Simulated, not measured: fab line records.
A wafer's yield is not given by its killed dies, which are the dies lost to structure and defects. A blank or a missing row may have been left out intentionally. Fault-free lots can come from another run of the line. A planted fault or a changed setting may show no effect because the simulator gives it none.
fab line records | flow n5-finfet | part 1 of 2: steps 1 to 18 of 27
record: lots: 5 wafers: 15 last-day: 22
route steps=1938 shown MOL_CONTACT_COAG@568
lots with no fault: from the same line, run without faults
start-h: hours from the record's first day to the start of the lot's first wafer shown | wait-h: hours since the lot's step before | " as in the row above | L1.1+2: a row that stands for several wafers | - no value, or no start was given | * or withheld: withheld | < > ~ a bound
route shown NAME@n: NAME is a module with steps in the file, n the number in the route of the first one | usual: mean and standard deviation over wafers with no fault | same: alike in all rows | chamber/n: place in a boat | sites: each site's reading | _std_site: standard deviation across them | _edge_site: outer sites' mean less inner sites' | radius-mm: how far each site lies from the wafer's centre | mask NAME#n: copy n | behind: the last tool/chamber to shape the wafer | hold: why the lot went on hold/how many hours it stayed there/how the hold came to an end | device: names the non-switching transistor (n, p or np) | end of line: tests run on the same wafers once the route is complete | a step without rows: its recipe alone | killed: dies lost to structure and defects at the first sort, not the wafer's yield | map: the dies of a wafer, with x for killed, . for not killed, _ for no die there
set.NAME: the setting that was run; set.NAME@STEP: the one run at that earlier step | model.NAME: the simulator's own value behind a step, which no gauge read
a table for each step, a row for each wafer; lots at some steps of the route
services: a tool's chamber out of use, with start hour (start-h, from the record's first day; less than 0 if before it), hours out, and reason
== steps ==
step: N5_MOL_CONTACT_COAG_EBR_80
recipe: solvent: PGMEA ebr-width-mm: 1.5
columns lot.wafer tool chamber start-h wait-h
L074.2+4+6 litho-track-04 0 - -
L080.1+2+6 litho-track-03 0 - -
L081.3+5+6 litho-track-01 0 - -
L082.2+4+5 litho-track-03 0 - -
L091.4+5+6 litho-track-03 0 - -
step: N5_MOL_CONTACT_COAG_SOFTBAKE_79
recipe: temp-c: 110 time-s: 60 resist: CAR-EUV
columns lot.wafer tool chamber start-h wait-h
L074.2+4+6 litho-track-04 0 - -
L080.1+2+6 litho-track-03 0 - -
L081.3+5+6 litho-track-01 0 - -
L082.2+4+5 litho-track-03 0 - -
L091.4+5+6 litho-track-03 0 - -
step: N5_MOL_CONTACT_COAG_EXPOSE_81
recipe: mask-id: VG na: 0.33 source-shape: annular sigma-inner: 0.3 sigma-outer: 0.7 polarization: unpolarized defocus-nm: 0 dose-mj: 59.5
usual: reticle-temp-C: 23.01/0.1
columns lot.wafer tool chamber start-h wait-h mask reticle-temp-C
L074.2 euv-scanner-02 0 98.94 - VG#0 23.07
L074.4 " 0 " " VG#0 23.06
L074.6 " 0 " " VG#0 23.05
L080.1 euv-scanner-01 0 133.55 - VG#0 23.08
L080.2 " 0 " " VG#0 23.08
L080.6 " 0 " " VG#0 23.07
L081.3 euv-scanner-01 0 139.37 - VG#0 22.89
L081.5 " 0 " " VG#0 22.84
L081.6 " 0 " " VG#0 22.85
L082.2 euv-scanner-01 0 146.81 - VG#0 22.75
L082.4 " 0 " " VG#0 22.84
L082.5 " 0 " " VG#0 22.88
L091.4 euv-scanner-01 0 199.55 - VG#0 22.93
L091.5 " 0 " " VG#0 23.05
L091.6 " 0 " " VG#0 22.84
step: N5_MOL_CONTACT_COAG_PEB_82
recipe: peb-temp-c: 100 peb-time-s: 60 resist: CAR-EUV
same: peb-time-s: 60
columns lot.wafer tool chamber start-h wait-h
L074.2+4+6 litho-track-03 0 99.01 0.1
L080.1+2+6 litho-track-03 0 133.63 0.1
L081.3+5+6 litho-track-01 0 139.43 0.1
L082.2+4+5 litho-track-03 0 146.88 0.1
L091.4+5+6 litho-track-01 0 199.60 0.0
step: N5_MOL_CONTACT_COAG_DEVELOP_83
recipe: develop-time-s: 30 developer: TMAH resist: CAR-EUV rinse-liquid: surfactant-rinse dry: air-spin dev-temp-c: 23
columns lot.wafer tool chamber start-h wait-h
L074.2+4+6 litho-track-03 0 - -
L080.1+2+6 litho-track-03 0 - -
L081.3+5+6 litho-track-01 0 - -
L082.2+4+5 litho-track-03 0 - -
L091.4+5+6 litho-track-01 0 - -
step: N5_MOL_CONTACT_COAG_CD_MEAS_84
recipe: target-cd-nm: 25.1 landing-energy-ev: 500 detector: se-inlens polarity: opening
usual: cd-nm: 25.12/0.24
columns lot.wafer tool chamber start-h wait-h cd-nm
L074.2 cd-sem-03 0 99.07 - 25.34
L074.4 " 0 " " 25.37
L074.6 " 0 " " 25.39
L080.1 cd-sem-02 0 133.69 - 25.13
L080.2 " 0 " " 25.04
L080.6 " 0 " " 25.52
L081.3 cd-sem-03 0 139.50 - 25.01
L081.5 " 0 " " 24.99
L081.6 " 0 " " 25.22
L082.2 cd-sem-01 0 146.95 - 25.44
L082.4 " 0 " " 25.19
L082.5 " 0 " " 25.03
L091.4 cd-sem-01 0 199.67 - 25.00
L091.5 " 0 " " 25.45
L091.6 " 0 " " 25.19
step: N5_MOL_CONTACT_COAG_OVL_MEAS_85
recipe: points-per-wafer: 522
usual: VG_OVL: -0.3/0.82
columns lot.wafer tool chamber start-h wait-h VG_OVL[nm]
L074.2 overlay-02 0 99.11 0.0 -0.8
L074.4 " 0 " " -0.8
L074.6 " 0 " " 0.2
L080.1 overlay-01 0 133.72 0.0 -0.7
L080.2 " 0 " " -0.3
L080.6 " 0 " " -0.8
L081.3 overlay-01 0 139.54 0.0 0.8
L081.5 " 0 " " -1.0
L081.6 " 0 " " 0.5
L082.2 overlay-02 0 146.98 0.0 0.1
L082.4 " 0 " " 0.0
L082.5 " 0 " " -1.2
L091.4 overlay-01 0 199.71 0.0 -1.0
L091.5 " 0 " " -1.8
L091.6 " 0 " " -1.7
step: N5_MOL_CONTACT_COAG_INSPECT_57
recipe: mode: adi inspect-instrument: brightfield
usual: raw-defect-count: 196/50
columns lot.wafer tool chamber start-h wait-h raw-defect-count
L074.2 defect-inspect-01 - 99.16 0.0 105
L074.4 " - " " 142
L074.6 " - " " 184
L080.1 defect-inspect-02 - 133.78 0.1 151
L080.2 " - " " 194
L080.6 " - " " 158
L081.3 defect-inspect-02 - 139.58 0.0 238
L081.5 " - " " 186
L081.6 " - " " 215
L082.2 defect-inspect-02 - 147.03 0.0 193
L082.4 " - " " 143
L082.5 " - " " 167
L091.4 defect-inspect-02 - 199.75 0.0 149
L091.5 " - " " 162
L091.6 " - " " 169
step: N5_MOL_CONTACT_COAG_DESCUM_88
recipe: chemistry: O2 time-s: 7 source-power-w: 50 bias-power-w: 20 pressure-mtorr: 20 rf-frequency-hz: 2.712e+07 temp-c: 40 resist: CAR-EUV o2-flow-sccm: 225
usual: drypump-motor-current-A: 5.7/0.35 oes-product-au: 0.79/0.09 rf-vpp-V: 243.4/1.5 showerhead-plenum-p-Torr: 2.11/0.083 temp-c: 40.00/0.11 throttle-valve-pct: 20.48/0.14
columns lot.wafer tool chamber start-h wait-h drypump-motor-current-A oes-product-au rf-hours-counter-h rf-vpp-V showerhead-plenum-p-Torr temp-c throttle-valve-pct
L074.2 rie-diel-02 2 99.38 0.2 5.6 0.83 69 244.9 2.20 40.08 20.43
L074.4 " 0 " " 5.6 0.73 166 242.9 2.00 39.98 20.34
L074.6 " 2 " " 5.6 0.83 - 244.2 2.20 39.87 20.44
L080.1 rie-diel-02 2 133.96 0.2 5.7 0.81 80 244.3 2.20 39.98 20.47
L080.2 " 0 " " 5.6 0.72 179 241.8 2.00 39.98 20.36
L080.6 " 1 " " 5.8 0.75 - 244.8 2.18 40.02 20.39
L081.3 rie-diel-04 3 139.74 0.2 5.1 0.71 219 244.5 2.16 40.03 20.63
L081.5 " 1 " " 5.6 0.92 - 241.5 2.04 40.03 20.53
L081.6 " 2 " " 5.1 0.71 - 242.2 2.07 39.96 20.44
L082.2 rie-diel-02 3 147.07 0.0 5.6 0.79 134 241.7 2.01 39.78 20.57
L082.4 " 1 " " 5.8 0.75 154 246.5 2.18 40.15 20.39
L082.5 " 2 " " 5.7 0.82 - 245.7 2.20 39.94 20.47
L091.4 rie-diel-04 0 199.88 0.1 6.1 0.96 10 246.6 2.23 40.01 20.25
L091.5 " 0 " " 6.1 0.96 - 245.7 2.23 39.89 20.24
L091.6 " 1 " " 5.5 0.88 - 242.2 2.04 39.96 20.54
step: N5_MOL_CONTACT_COAG_ETCH_89
recipe: chemistry: N2/H2 target: underlayer target-depth-a: 130 mask-material: CAR-EUV time-s: 10.4 ion-energy-ev: 200 pressure-mtorr: 30 source-w: 840 bias-w: 150 n2-flow-sccm: 200 h2-flow-sccm: 200 ends: cleared
usual: drypump-motor-current-A: 5.7/0.35 etch-rf-on-time-s: 10.40/0.14 oes-product-au: 0.67/0.075 rf-vpp-V: 524.5/3 showerhead-plenum-p-Torr: 2.57/0.1 throttle-valve-pct: 17.93/0.14
columns lot.wafer tool chamber start-h wait-h drypump-motor-current-A etch-rf-on-time-s oes-product-au rf-hours-counter-h rf-vpp-V showerhead-plenum-p-Torr throttle-valve-pct
L074.2 rie-diel-02 2 99.41 0.0 5.7 10.21 0.71 69 527.0 2.69 17.98
L074.4 " 0 " " 5.6 10.39 0.63 166 522.2 2.43 17.73
L074.6 " 2 " " 5.7 10.27 0.72 - 528.1 2.69 17.99
L080.1 rie-diel-02 2 133.99 0.0 5.7 10.32 0.70 80 527.9 2.69 18.02
L080.2 " 0 " " 5.6 10.35 0.62 179 520.7 2.43 17.77
L080.6 " 1 " " 5.8 10.40 0.65 - 527.2 2.65 17.82
L081.3 rie-diel-04 3 139.78 0.0 5.1 10.40 0.60 219 525.7 2.61 18.13
L081.5 " 1 " " 5.6 10.28 0.79 - 521.0 2.49 17.95
L081.6 " 2 " " 5.2 10.48 0.61 - 524.3 2.51 17.84
L082.2 rie-diel-02 3 147.10 0.0 5.6 10.58 0.66 134 522.0 2.44 18.02
L082.4 " 1 " " 5.8 10.23 0.65 154 528.0 2.65 17.81
L082.5 " 2 " " 5.7 10.09 0.71 - 528.1 2.68 18.02
L091.4 rie-diel-04 0 199.92 0.0 6.1 10.12 0.81 10 527.5 2.72 17.72
L091.5 " 0 " " 6.1 10.10 0.83 - 527.5 2.72 17.71
L091.6 " 1 " " 5.6 10.32 0.76 - 522.9 2.48 17.98
step: N5_MOL_CONTACT_COAG_ETCH_90
recipe: chemistry: CF4 target: SiARC target-depth-a: 130 mask-material: CAR-EUV time-s: 21.7 ion-energy-ev: 80 pressure-mtorr: 40 source-w: 545 bias-w: 36 Ar_flow_sccm: 100 cf4-flow-sccm: 100 ends: cleared
usual: drypump-motor-current-A: 5.7/0.35 etch-rf-on-time-s: 21.78/0.27 mfc-ar-sccm: 100.0/0.3 oes-product-au: 0.67/0.076 rf-vpp-V: 184.2/1.2 showerhead-plenum-p-Torr: 2.16/0.08 throttle-valve-pct: 15.66/0.15
columns lot.wafer tool chamber start-h wait-h drypump-motor-current-A etch-rf-on-time-s mfc-ar-sccm oes-product-au rf-hours-counter-h rf-vpp-V showerhead-plenum-p-Torr throttle-valve-pct
L074.2 rie-diel-02 2 99.43 0.0 5.7 21.39 100.5 0.71 69 183.9 2.25 15.60
L074.4 " 0 " " 5.6 21.57 100.0 0.64 166 182.9 2.06 15.56
L074.6 " 2 " " 5.7 21.60 100.3 0.72 - 185.9 2.25 15.58
L080.1 rie-diel-02 2 134.01 0.0 5.7 21.64 100.0 0.70 80 185.7 2.25 15.61
L080.2 " 0 " " 5.6 21.78 99.7 0.62 179 182.1 2.05 15.58
L080.6 " 1 " " 5.8 21.70 100.3 0.64 - 186.3 2.23 15.59
L081.3 rie-diel-04 3 139.80 0.0 5.1 21.46 100.2 0.61 219 185.4 2.20 15.79
L081.5 " 1 " " 5.6 21.51 100.1 0.80 - 184.9 2.09 15.65
L081.6 " 2 " " 5.2 21.46 100.2 0.61 - 183.2 2.13 15.74
L082.2 rie-diel-02 3 147.12 0.0 5.6 22.02 100.1 0.66 134 184.9 2.06 15.74
L082.4 " 1 " " 5.7 21.43 100.2 0.65 155 184.3 2.22 15.61
L082.5 " 2 " " 5.7 21.71 100.1 0.68 - 185.1 2.24 15.62
L091.4 rie-diel-04 0 199.93 0.0 6.1 21.51 100.1 0.82 10 186.7 2.28 15.41
L091.5 " 0 " " 6.1 21.21 99.9 0.82 - 185.0 2.28 15.41
L091.6 " 1 " " 5.6 21.68 100.0 0.76 - 183.9 2.09 15.67
step: N5_MOL_CONTACT_COAG_ALD_131
recipe: material: SiO2 target-thk-a: 50 temp-c: 100 ald-precursor-family: BDEAS ald-co-reactant: O2-plasma pulse-time-s: 1 co-reactant-pulse-time-s: 1 purge-time-s: 2 co-reactant-purge-time-s: 2 ald-cycles: 35 pressure-torr: 2
usual: heater-power-w: 78/7.7 precursor-pulse-height-rel: 0.999/0.019
columns lot.wafer tool chamber start-h wait-h heater-power-w precursor-pulse-height-rel since-wet-clean-h
L074.2 ald-sin-02 3 100.46 1.0 73 0.988 289
L074.4 " 1 " " 75 1.007 289
L074.6 " 0 " " 72 0.992 -
L080.1 ald-sin-04 1 134.09 0.1 73 0.974 231
L080.2 " 3 " " 87 0.985 231
L080.6 " 3 " " 88 1.009 -
L081.3 ald-sin-01 1 139.88 0.1 78 0.967 131
L081.5 " 2 " " 87 1.010 -
L081.6 " 1 " " 78 1.032 -
L082.2 ald-sin-04 3 147.20 0.1 88 1.009 244
L082.4 " 2 " " 68 0.978 244
L082.5 " 0 " " 80 0.987 -
L091.4 ald-sin-01 2 200.09 0.1 90 1.011 -
L091.5 " 1 " " 80 1.043 -
L091.6 " 3 " " 77 1.028 -
step: N5_MOL_CONTACT_COAG_ETCHBACK_132
recipe: chemistry: CHF3 target: SiO2 target-depth-a: 100 time-s: 6.7 ion-energy-ev: 200 pressure-mtorr: 30 source-w: 610 bias-w: 170 Ar_flow_sccm: 200 CHF3_flow_sccm: 50
usual: drypump-motor-current-A: 5.7/0.45 mfc-ar-sccm: 200.0/0.59 oes-product-au: 0.77/0.1 rf-vpp-V: 524/5 showerhead-plenum-p-Torr: 2.39/0.085 throttle-valve-pct: 18.81/0.14
columns lot.wafer tool chamber start-h wait-h drypump-motor-current-A mfc-ar-sccm oes-product-au rf-hours-counter-h rf-vpp-V showerhead-plenum-p-Torr throttle-valve-pct
L074.2 rie-diel-04 1 100.64 0.1 5.6 200.2 0.97 11 523 2.33 18.79
L074.4 " 0 " " 6.1 200.7 0.69 230 521 2.25 18.87
L074.6 " 1 " " 5.6 199.2 0.97 - 524 2.33 18.79
L080.1 rie-diel-05 2 134.28 0.1 5.7 200.5 0.71 210 517 2.46 19.11
L080.2 " 3 " " 6.6 200.3 0.71 174 521 2.47 18.80
L080.6 " 3 " " 6.6 200.4 0.72 - 523 2.47 18.83
L081.3 rie-diel-04 3 140.15 0.2 5.1 199.9 0.71 219 526 2.44 18.86
L081.5 " 0 " " 6.1 199.5 0.69 - 521 2.25 18.89
L081.6 " 3 " " 5.2 199.5 0.71 - 526 2.44 18.86
L082.2 rie-diel-05 0 147.48 0.2 6.3 199.8 0.96 4 536 2.43 18.58
L082.4 " 0 " " 6.3 199.9 0.96 - 537 2.43 18.60
L082.5 " 3 " " 6.6 199.3 0.71 - 524 2.46 18.82
L091.4 rie-diel-02 0 200.19 0.0 5.6 199.4 0.71 200 526 2.27 18.73
L091.5 " 0 " " 5.6 200.0 0.71 - 527 2.27 18.72
L091.6 " 1 " " 5.8 200.1 0.73 - 523 2.47 18.73
step: N5_MOL_CONTACT_COAG_ETCH_91
recipe: chemistry: N2/H2 target: SOC target-depth-a: 600 overetch-a: 210 mask-material: SiARC temp-c: 40 time-s: 101.2 ion-energy-ev: 200 pressure-mtorr: 30 source-w: 840 bias-w: 150 n2-flow-sccm: 200 h2-flow-sccm: 200
usual: drypump-motor-current-A: 5.7/0.45 oes-product-au: 0.65/0.081 rf-vpp-V: 524.3/2.9 showerhead-plenum-p-Torr: 2.56/0.096 temp-c: 39.99/0.11 throttle-valve-pct: 17.93/0.14
columns lot.wafer tool chamber start-h wait-h drypump-motor-current-A oes-product-au rf-hours-counter-h rf-vpp-V showerhead-plenum-p-Torr temp-c throttle-valve-pct
L074.2 rie-diel-04 1 100.67 0.0 5.6 0.81 11 523.6 2.50 40.08 17.89
L074.4 " 0 " " 6.1 0.58 230 520.6 2.41 39.95 18.04
L074.6 " 1 " " 5.6 0.80 - 521.5 2.50 39.94 17.89
L080.1 rie-diel-05 2 134.32 0.0 5.7 0.60 210 525.4 2.62 40.11 18.14
L080.2 " 3 " " 6.6 0.61 174 525.1 2.63 39.89 17.89
L080.6 " 3 " " 6.6 0.60 - 526.3 2.63 39.69 17.87
L081.3 rie-diel-04 3 140.19 0.0 5.1 0.60 219 525.1 2.61 39.88 18.11
L081.5 " 0 " " 6.1 0.58 - 521.0 2.41 39.96 18.06
L081.6 " 3 " " 5.2 0.60 - 526.4 2.61 39.94 18.10
L082.2 rie-diel-05 0 147.51 0.0 6.3 0.80 4 524.4 2.61 39.87 17.83
L082.4 " 0 " " 6.3 0.80 - 525.3 2.61 39.87 17.83
L082.5 " 3 " " 6.6 0.60 - 527.6 2.63 40.00 17.89
L091.4 rie-diel-02 0 200.23 0.0 5.6 0.60 200 520.3 2.42 40.06 17.76
L091.5 " 0 " " 5.6 0.60 - 523.3 2.42 40.06 17.74
L091.6 " 1 " " 5.8 0.62 - 526.0 2.64 40.00 17.82
step: N5_MOL_CONTACT_COAG_STRIP_92
recipe: chemistry: N2/H2 temp-c: 40 n2-flow-sccm: 200 h2-flow-sccm: 200 rf-frequency-hz: 6e+07
columns lot.wafer tool chamber start-h wait-h
L074.2+4+6 rie-diel-04 1,0,1 100.74 0.0
L080.1+2+6 rie-diel-05 2,3,3 134.39 0.0
L081.3+5+6 rie-diel-04 3,0,3 140.26 0.0
L082.2+4+5 rie-diel-05 0,0,3 147.58 0.0
L091.4+5+6 rie-diel-02 0,0,1 200.30 0.0
step: N5_MOL_CONTACT_COAG_STRIP_93
recipe: chemistry: N2/H2 temp-c: 40 n2-flow-sccm: 200 h2-flow-sccm: 200 rf-frequency-hz: 6e+07
columns lot.wafer tool chamber start-h wait-h
L074.2+4+6 rie-diel-04 1,0,1 100.75 0.0
L080.1+2+6 rie-diel-05 2,3,3 134.40 0.0
L081.3+5+6 rie-diel-04 3,0,3 140.27 0.0
L082.2+4+5 rie-diel-05 0,0,3 147.59 0.0
L091.4+5+6 rie-diel-02 0,0,1 200.31 0.0
step: N5_MOL_CONTACT_COAG_ETCHBACK_135
recipe: chemistry: CHF3 target: SiO2 target-depth-a: 250 time-s: 16.7 ion-energy-ev: 200 pressure-mtorr: 30 source-w: 610 bias-w: 170 Ar_flow_sccm: 200 CHF3_flow_sccm: 50
usual: drypump-motor-current-A: 5.7/0.45 mfc-ar-sccm: 200.0/0.59 oes-product-au: 0.77/0.1 rf-vpp-V: 524/5 showerhead-plenum-p-Torr: 2.39/0.085 throttle-valve-pct: 18.81/0.14
columns lot.wafer tool chamber start-h wait-h drypump-motor-current-A mfc-ar-sccm oes-product-au rf-hours-counter-h rf-vpp-V showerhead-plenum-p-Torr throttle-valve-pct
L074.2 rie-diel-04 1 100.76 0.0 5.6 200.4 0.97 11 524 2.33 18.79
L074.4 " 0 " " 6.1 201.0 0.69 230 522 2.25 18.87
L074.6 " 1 " " 5.6 199.6 0.96 - 524 2.33 18.80
L080.1 rie-diel-05 2 134.41 0.0 5.7 199.6 0.71 210 518 2.46 19.10
L080.2 " 3 " " 6.6 199.6 0.71 174 522 2.47 18.82
L080.6 " 3 " " 6.6 200.4 0.72 - 521 2.47 18.82
L081.3 rie-diel-04 3 140.28 0.0 5.1 200.5 0.70 219 526 2.44 18.86
L081.5 " 0 " " 6.1 199.5 0.69 - 520 2.25 18.89
L081.6 " 3 " " 5.1 199.4 0.70 - 527 2.44 18.84
L082.2 rie-diel-05 0 147.60 0.0 6.3 199.6 0.96 4 535 2.43 18.59
L082.4 " 0 " " 6.3 199.8 0.95 - 535 2.43 18.58
L082.5 " 3 " " 6.6 199.4 0.71 - 522 2.46 18.83
L091.4 rie-diel-02 0 200.32 0.0 5.6 198.6 0.72 200 527 2.27 18.71
L091.5 " 0 " " 5.6 199.2 0.71 - 526 2.27 18.71
L091.6 " 1 " " 5.8 200.4 0.73 - 525 2.47 18.72
step: N5_MOL_CONTACT_COAG_STRIP_118
recipe: chemistry: CHF3 resist: SiARC rf-frequency-hz: 6e+07
columns lot.wafer tool chamber start-h wait-h
L074.2+4+6 rie-diel-04 1,0,1 100.79 0.0
L080.1+2+6 rie-diel-05 2,3,3 134.43 0.0
L081.3+5+6 rie-diel-04 3,0,3 140.30 0.0
L082.2+4+5 rie-diel-05 0,0,3 147.62 0.0
L091.4+5+6 rie-diel-02 0,0,1 200.34 0.0
